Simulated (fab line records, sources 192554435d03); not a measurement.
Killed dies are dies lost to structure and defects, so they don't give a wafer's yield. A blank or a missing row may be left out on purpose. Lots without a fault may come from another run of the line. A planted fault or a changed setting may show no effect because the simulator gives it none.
Split-lot experiment | flow n5_finfet | 7 lots, 21 wafers read, on a route of 1938 steps

THE SPLIT
At N5_BEOL_M4_COAT_62 (time 60 s, resist thk 12 nm), the setting spin_rpm was moved away from the recipe's 1500 rpm on 7 of the 21 wafers read, by -7.9% to +10.5%. The other wafers ran this setting at the recipe's value.

FROM THE SPLIT TO THE READING: what the file shows between them, 5 steps
- N5_BEOL_M4_COAT_73: time 60 s, resist thk 5 nm
- N5_BEOL_M4_COAT_05: resist thk 30 nm
- N5_BEOL_M4_DESCUM_16: chemistry O2, time 7 s
- N5_BEOL_M4_ETCH_74: etches underlayer in N2/H2, target depth 6.5 nm, time 5.2 s
- N5_BEOL_M4_ETCH_63: etches SiARC in CF4, target depth 15.6 nm, time 26 s

THE READING
SiARC_of_BEOL_M4_COAT_62.thk_nm (the simulator's own value, which no gauge read), in nm, at N5_BEOL_M4_ETCH_64 (etches SOC in N2/H2, target depth 75 nm, overetch 22.5 nm, time 121.9 s). The file gives no usual value for it. The 14 wafers here that ran the recipe average 6.2 nm, standard deviation 0.1 nm.

wafer  | tool, chamber at the split | spin_rpm as run, rpm | against the recipe | SiARC_of_BEOL_M4_COAT_62.thk_nm, nm | against lot-mates on the recipe
L080.1 | litho_track-03, 0          | 1658                 | +10.5%             | 5.6                                 | -0.8
L080.6 | litho_track-03, 0          | 1658                 | +10.5%             | 5.6                                 | -0.8
L080.4 | litho_track-03, 0          | 1500                 | recipe             | 6.4                                 | -
L081.3 | litho_track-03, 0          | 1500                 | recipe             | 6.2                                 | -
L081.4 | litho_track-03, 0          | 1500                 | recipe             | 6.2                                 | -
L081.5 | litho_track-03, 0          | 1428                 | -4.8%              | 6.4                                 | +0.2
L085.3 | litho_track-03, 0          | 1500                 | recipe             | 6.2                                 | -
L085.4 | litho_track-03, 0          | 1500                 | recipe             | 6.2                                 | -
L085.5 | litho_track-03, 0          | 1500                 | recipe             | 6.2                                 | -
L089.2 | litho_track-01, 0          | 1500                 | recipe             | 6.2                                 | -
L089.4 | litho_track-01, 0          | 1500                 | recipe             | 6                                   | -
L089.5 | litho_track-01, 0          | 1500                 | recipe             | 6                                   | -
L092.1 | litho_track-01, 0          | 1500                 | recipe             | 6.2                                 | -
L092.4 | litho_track-01, 0          | 1651                 | +10.1%             | 5.8                                 | -0.4
L092.6 | litho_track-01, 0          | 1651                 | +10.1%             | 5.8                                 | -0.4
L095.3 | litho_track-01, 0          | 1500                 | recipe             | 6                                   | -
L095.4 | litho_track-01, 0          | 1382                 | -7.9%              | 7                                   | +1.0
L095.5 | litho_track-01, 0          | 1382                 | -7.9%              | 6.6                                 | +0.6
L094.3 | litho_track-01, 0          | 1500                 | recipe             | 6.2                                 | -
L094.4 | litho_track-01, 0          | 1500                 | recipe             | 6.2                                 | -
L094.5 | litho_track-01, 0          | 1500                 | recipe             | 6.2                                 | -

THE FIT
A straight line over all 21 wafers: SiARC_of_BEOL_M4_COAT_62.thk_nm changes by -0.0546 nm for each +1% of spin_rpm; r = -0.91; the points scatter about the line by 0.14 nm.
The same after taking each lot's own level away (the mean of its wafers on the recipe; 21 wafers): -0.0687 nm for each +1%; r = -0.93; scatter 0.15 nm.
On that fit, the largest move of spin_rpm shifts the reading by 0.72 nm.
The lots' own levels span 6.00 to 6.40 nm, that is 3.9 times the standard deviation above.
So the lot-to-lot level changes the slope: the two fits differ.
Check: with one of the wafers moved furthest among these (+10.5%) left out of the fit, the line predicts -0.653 nm for it against its lot-mates. It came out at -0.8 nm against them.

OTHER SPLITS ON THESE WAFERS
These wafers also went through other splits before the reading. Each is held against what the fit with the lots' levels taken away leaves over:
other split on the same wafers | wafers away from the commonest value | r with SiARC_of_BEOL_M4_COAT_62.thk_nm (lot level and that fit taken away)
N5_BEOL_M2_DESCUM_16 time_s    | 6                                    | -0.33
N5_BEOL_M3_PECVD_72 time_s     | 8                                    | +0.46
N5_BEOL_M3_COAT_73 spin_rpm    | 3                                    | -0.03

THE WHOLE CHAIN: every reading that the file lists as answering this split, in the file's order
step               | what it does                                                            | reading                                                                            | change (the file's fit)                | r (the file's)
N5_BEOL_M4_COAT_62 | time 60 s, resist thk 12 nm                                             | SiARC_of_BEOL_M4_COAT_62.thk_nm (the simulator's own value, which no gauge read)   | -0.0613 nm for each +1% of the setting | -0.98
N5_BEOL_M4_ETCH_63 | etches SiARC in CF4, target depth 15.6 nm, time 26 s                    | etch.depth_nm (the simulator's own value, which no gauge read)                     | -0.0606 nm for each +1% of the setting | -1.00
N5_BEOL_M4_ETCH_63 | etches SiARC in CF4, target depth 15.6 nm, time 26 s                    | CAR-EUV_of_BEOL_M4_COAT_05.thk_nm (the simulator's own value, which no gauge read) | +0.0586 nm for each +1% of the setting | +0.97
N5_BEOL_M4_ETCH_64 | etches SOC in N2/H2, target depth 75 nm, overetch 22.5 nm, time 121.9 s | SiARC_of_BEOL_M4_COAT_62.thk_nm (the simulator's own value, which no gauge read)   | -0.0663 nm for each +1% of the setting | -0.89

THE FILE'S OWN FIT
SiARC_of_BEOL_M4_COAT_62.thk_nm changes by -0.0663 nm for each +1% of spin_rpm, r = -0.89.
